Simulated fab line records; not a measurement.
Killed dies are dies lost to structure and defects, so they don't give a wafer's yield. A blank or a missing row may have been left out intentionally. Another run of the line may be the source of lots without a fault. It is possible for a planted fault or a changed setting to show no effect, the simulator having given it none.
The same fault as seen by 2 desks	flow n5 finfet	only its own numbers are on each desk; what lay behind them is given at the end

THE TOOL OWNER'S DESK: arfi scanner-01
The tool's own readings at N5_HKMG_FIN_EXPOSE_46 (exposes mask NDIPOLE): means of the sampled wafers that have a number, for each lot that ran on this tool. Marked OUT: a lot whose mean sits more than 4 standard deviations from the usual mean, which makes it out of limits; the brackets give that distance.
Columns: A = exposure dose mJ cm2 at N5_HKMG_FIN_EXPOSE_46, usual 40.17
lot	first seen here	A
L144	day 4 18:55	40.44
L148	day 5 19:13	40.53
L159	day 8 10:42	46.19 (+24) OUT
L160	day 8 15:11	45.01 (+19) OUT
This desk's verdict: out of limits on L159, L160, starting with L159 at day 8 10:42 (exposure dose mJ cm2 at N5_HKMG_FIN_EXPOSE_46). Within limits: L144, L148.

FROM THE METROLOGY DESK
What the gauges read, lot by lot, whatever tool the lot ran on: means of the sampled wafers that have a number. Marked OUT: a lot whose mean sits more than 4 standard deviations from the usual mean, which makes it out of limits; the brackets give that distance. Shown are 7 of the 11 readings it has, namely the first that went out of limits plus those furthest out on some lot.
Columns: A = cd nm at N5_HKMG_FIN_CD_MEAS_49, usual 202.6 nm; B = DIBL_N at N5_BEOL_M4_RC_MEAS_101, usual 36.0 mV/V; C = DIBL_P at N5_BEOL_M4_RC_MEAS_101, usual 35.9 mV/V; D = IOFF_P at N5_BEOL_M4_RC_MEAS_101, usual 0.21 nA/um; E = ION_P at N5_BEOL_M4_RC_MEAS_101, usual 463 uA/um; F = VT_N at N5_BEOL_M4_RC_MEAS_101, usual 250 mV; G = VT_P at N5_BEOL_M4_RC_MEAS_101, usual -251 mV
lot	first seen here	A	B	C	D	E	F	G
L144	day 4 19:02	202.6	34.9	35.2	0.17	449	250	-254
L146	day 5 10:01	202.1	36.0	35.7	0.20	461	249	-251
L148	day 5 19:20	202.7	35.2	34.6	0.19	467	251	-249
L153	day 6 23:41	202.4	35.2	35.7	0.19	461	248	-252
L158	day 8 04:07	202.2	37.0	37.8	0.23	466	246	-250
L159	day 8 10:49	212.1 (+13) OUT	37.9	35.9	0.21	466	249	-251
L160	day 8 15:19	209.2 (+9.1) OUT	39.0	40.1	0.26	473	247	-249
L163	day 9 12:19	203.5	36.0	38.0	0.23	465	245	-251
L164	day 9 18:47	202.0	35.8	37.2	0.26	477	245	-246
This desk's verdict: out of limits on L159, L160, starting with L159 at day 8 10:49 (cd nm at N5_HKMG_FIN_CD_MEAS_49). Within limits: L144, L146, L148, L153, L158, L163, L164.

ALL TOGETHER
At day 8 10:42, on L159, L160, the tool owner's desk was in a position to raise an alarm.
The metrology desk could have raised an alarm at day 8 10:49, on L159, L160.
Every lot named ran N5_HKMG_FIN_EXPOSE_46 on arfi scanner-01.

WHAT THE SIMULATOR HAD PUT IN
Process parameters drifting: arfi scanner-01 at N5_HKMG_FIN_EXPOSE_46, beginning at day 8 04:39. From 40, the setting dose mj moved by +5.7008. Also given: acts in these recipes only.
Shown lots that were struck: L159, L160.
Fault start to first reading out of limits, in hours, per desk: tool owner, 6; metrology, 6.
